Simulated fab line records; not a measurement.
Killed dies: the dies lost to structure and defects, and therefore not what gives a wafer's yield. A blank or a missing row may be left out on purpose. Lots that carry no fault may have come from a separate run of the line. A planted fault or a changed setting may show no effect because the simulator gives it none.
Code-filled problem report in 8D (eight disciplines) form || flow n5Finfet || the parts of the form that need people (team, actions taken, sign-off) are left out

== 1. THE PROBLEM ==
Across 6 wafers from 2 lots, M14_RS at N5_BEOL_M14_RS_MEAS_54 averages 32.4488 ohm/sq, while fault-free wafers read 0.0330 ohm/sq with a standard deviation of 0.00089. That is +99 or more standard deviations from the usual mean.
The step: measures by four-point-probe.
Seen first at day 17 07:58 on filmMetro-01, wafer L647.2. The record holds 24 wafers of 8 lots with a number at this step. Rule for "out", or "out of limits": more than 4 standard deviations from the usual mean. Any other wafer with a number is counted as sound.

== 2. WHAT THIS IS AND IS NOT ==
{"question": "which readings at this step", "is": "M14_RS", "is not": "-"}
{"question": "which lots", "is": "L645, L647", "is not": "L633, L637, L640, L644, L650, L651"}
{"question": "which wafers of those lots", "is": "all that have a number", "is not": "-"}
{"question": "read on which gauges", "is": "filmMetro-01, filmMetro-02", "is not": "-"}
{"question": "when", "is": "from day 17 07:58", "is not": "up to then (9 sound wafers); but 9 sound wafers of L644, L650, L651 came after"}

== 3. WHAT RULES OUT EACH SUSPECT ==
Counting: a tool at any process step up to the reading remains a suspect when it ran all the lots that are out and ran no sound lot after the first of those.
- ruled out: the gauge at N5_BEOL_M14_RS_MEAS_54. The wafers that are out were read on 2 gauges (filmMetro-01, filmMetro-02).
- rieDiel-01 at N5_BEOL_M14_STRIP_63 (strips in O2): ruled out as a lasting fault. After its first lot that is out, L647 (day 17 06:09), sound lots L650 ran on it. Because N5_BEOL_M14_STRIP_63 lacks a start for some lots, the hours and order of its lots are taken from N5_BEOL_M14_STRIP_37.
- ecdCu-01 at N5_BEOL_M14_ECD_47 (material Cu, target thk 1248 nm): ruled out as a lasting fault. After its first lot that is out, L647 (day 17 07:02), sound lots L651 ran on it.
- cmp-01 at N5_BEOL_M14_CMP_49 (polishes, stops on SiO2, t overpolish 5.2 s, target thk 560 nm): ruled out as a lasting fault. After its first lot that is out, L647 (day 17 07:34), sound lots L644, L651 ran on it.
Left after counting: nothing in the record.

== 4. THE CAUSE (what the simulator had put in) ==
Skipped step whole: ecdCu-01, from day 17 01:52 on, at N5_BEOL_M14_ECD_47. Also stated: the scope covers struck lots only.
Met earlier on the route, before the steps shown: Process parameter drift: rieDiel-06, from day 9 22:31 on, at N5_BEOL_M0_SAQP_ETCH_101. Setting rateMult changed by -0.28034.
Counting ruled it out, wrongly: the rule takes a fault to strike every lot that its tool runs from its start on, and this one did not.

== 5. THE EFFECT CHAIN, in route order ==
Each row: a reading where the mean over the struck wafers with a number is more than 3 standard deviations away from the usual. Only readings for which the record gives a usual standard deviation are gone through. hours: the time from each lot's start at the first step in this table that gives one to its start at this step, as a median over the lots. sigmas: the change in usual standard deviations.
{"hours": 0, "step": "N5_BEOL_M14_CMP_49", "reading": "timeToEndpointS", "usual": "122 s", "on struck wafers": 11, "change": -111, "sigmas": -22}
{"hours": 0, "step": "N5_BEOL_M14_RS_MEAS_54", "reading": "M14_RS", "usual": "0.0330 ohm/sq", "on struck wafers": 32.4488, "change": "+32.4158", "sigmas": "+99 or more"}
{"hours": 20, "step": "N5_PASSIVATION_PROBE_49", "reading": "defectLimitedYield", "usual": "91.0 %", "on struck wafers": 0.0, "change": -91.0, "sigmas": -61}
{"hours": 20, "step": "N5_PASSIVATION_PROBE_49", "reading": "killed_at_M4_up", "usual": 13, "on struck wafers": 1075, "change": "+1062", "sigmas": "+99 or more"}
{"hours": 20, "step": "N5_PASSIVATION_PROBE_49", "reading": "killedDies", "usual": 106, "on struck wafers": 1180, "change": "+1074", "sigmas": "+60"}
{"hours": 20, "step": "N5_PASSIVATION_PROBE_49", "reading": "killedOnRim", "usual": 14, "on struck wafers": 152, "change": "+138", "sigmas": "+33"}
{"hours": 20, "step": "N5_PASSIVATION_PROBE_49", "reading": "sort_bin_5_function", "usual": "5.2 %", "on struck wafers": 96.1, "change": "+90.9", "sigmas": "+96"}
{"hours": 20, "step": "N5_PASSIVATION_PROBE_49", "reading": "sortNPass", "usual": 1074, "on struck wafers": 0, "change": -1074, "sigmas": -60}
{"hours": 20, "step": "N5_PASSIVATION_PROBE_49", "reading": "sortYieldPct", "usual": "91.0 %", "on struck wafers": 0.0, "change": -91.0, "sigmas": -61}
Here are the process steps it includes:
- N5_BEOL_M14_CMP_49: polishes, stops on SiO2, t overpolish 5.2 s, target thk 560 nm.
- N5_PASSIVATION_PROBE_49
Readings that are blank on the struck wafers while sound wafers have them: M14_THK at N5_BEOL_M14_THK_MEAS_50.

== 6. HOW IT WOULD HAVE BEEN CAUGHT EARLIER ==
6 hours passed between the start of the fault at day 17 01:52 and the first reading out of limits at a measuring or inspecting step in this record, taken at day 17 07:58.
Between N5_BEOL_M14_ECD_47 and N5_BEOL_M14_RS_MEAS_54, N5_BEOL_M14_THK_MEAS_50 gave no M14_THK on the struck wafers, where sound wafers have one: a measuring or inspecting step that comes back empty is itself a sign.
